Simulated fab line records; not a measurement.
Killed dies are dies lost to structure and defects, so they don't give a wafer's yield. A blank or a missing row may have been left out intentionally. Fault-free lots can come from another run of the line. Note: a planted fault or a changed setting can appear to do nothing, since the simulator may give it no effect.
Comparing a struck lot with a sound one | flow nand-harc | 15 steps out of a route of 1159
Sound: the wafers L503.2, L503.3, L503.6. Struck: wafer L514.2. (L514.5 of the same lot was not struck and is left out.) The cause comes at the end.
For every step that has rows: the tool of each side, followed by ch and its chambers, followed by its first start. Under that, the readings that differ: sound wafers | struck wafers | difference of the means | sigmas: that difference in standard deviations of wafers without a fault.
alike: readings whose means differ by less than 2 such deviations, and words and numbers that are the same on both sides. not compared: withheld readings, readings that some wafer has no value for, bounds like >300 that may hide the same value, and numbers for which the record gives no deviation and whose values overlap.
The two part at a step that has a row with sigmas, a row that says differs or no value, or rows on one side only. Numbers that don't overlap but have no deviation are shown without sigmas and don't part them. A reading missing from all wafers of one side parts the sides only when that side holds two or more wafers.

first, 6 steps without rows for these wafers: NHARC_P_CONTACT_COAT_06 (resist thk 90 nm); NHARC_P_CONTACT_SOFTBAKE_07 (time 55 s); NHARC_P_CONTACT_EBR_08; NHARC_P_CONTACT_EXPOSE_09 (exposes mask P CA, target cd 90 nm); NHARC_P_CONTACT_PEB_10 (peb time 65 s); NHARC_P_CONTACT_DEVELOP_11 (develop time 35 s).
NHARC_P_CONTACT_CD_MEAS_12: target cd 90 nm.
  sound on cd-sem-01 ch 0, day 8 02:53; struck on cd-sem-03 ch 0, day 10 19:10
  alike: cd-nm
NHARC_P_CONTACT_OVL_MEAS_13:
  struck on overlay-01, day 10 19:16; sound on overlay-01, day 8 02:58
  alike: overlay-x-nm, overlay-y-nm
NHARC_P_CONTACT_INSPECT_14:
  struck on defect-inspect-01, day 10 19:17; sound on defect-inspect-01, day 8 03:00
  alike: raw-defect-count
NHARC_P_CONTACT_DESCUM_17: chemistry O2, time 3 s.
  sound on rie-diel-07 ch 1,2,3, day 8 03:05; struck on rie-diel-06 ch 2, day 10 19:21
  alike: drypump-motor-current-A, oes-product-au, rf-vpp-V, showerhead-plenum-p-Torr, throttle-valve-pct
  not compared: rf-hours-counter-h
NHARC_P_CONTACT_ETCH_35: etches the open film in CF4, target depth 39 nm, time 65 s.
  sound on rie-diel-07 ch 0,2,3, day 8 03:09; struck on rie-diel-06 ch 1, day 10 19:28
  reading                | sound                | struck | difference | sigmas
  throttle-valve-pct (%) | 13.276 13.292 13.292 | 13.263 | -0.024     | -3
  alike: drypump-motor-current-A, oes-product-au, rf-vpp-V, run-length-s, showerhead-plenum-p-Torr
  not compared: rf-hours-counter-h
NHARC_P_CONTACT_ETCH_36: etches the open film in N2/H2, target depth 260 nm, time 406.25 s.
  sound: rie-diel-07 ch 1,2; struck: rie-diel-06 ch 0
  reading                | sound                | struck | difference | sigmas
  throttle-valve-pct (%) | 14.171 14.159 14.176 | 14.146 | -0.023     | -2
  alike: drypump-motor-current-A, h2-flow-sccm, oes-product-au, rf-vpp-V, run-length-s, showerhead-plenum-p-Torr
  not compared: rf-hours-counter-h
NHARC_P_CONTACT_ETCH_18: etches the open film in C4F8/O2/Ar, target depth 481 nm, time 240.5 s.
  sound on rie-diel-07 ch 1,2,3, day 8 03:35; struck on rie-diel-06 ch 2, day 10 19:51
  reading          | sound             | struck | difference | sigmas
  run-length-s (s) | 261.8 261.7 261.9 | 196.1  | -65.7      | -99 or more
  alike: oes-product-au, rf-vpp-V
  not compared: rf-hours-counter-h
then, 1 step without rows for these wafers: NHARC_P_CONTACT_STRIP_37 (strips in C4F8/O2/Ar).
-- jump in the record: it breaks off in module P_CONTACT and resumes in module END (first step shown: number 1159 of the route), and 13 days separate the struck wafers' starts before and after --
NHARC_END_SORT_01:
  here the record holds rows for the struck wafers (prober-02 ch 0, day 24 05:59) but none for the sound ones

## WHERE THEY PART
First at NHARC_P_CONTACT_ETCH_35; last, within this record, at NHARC_END_SORT_01.

WHY: what the simulator had put in
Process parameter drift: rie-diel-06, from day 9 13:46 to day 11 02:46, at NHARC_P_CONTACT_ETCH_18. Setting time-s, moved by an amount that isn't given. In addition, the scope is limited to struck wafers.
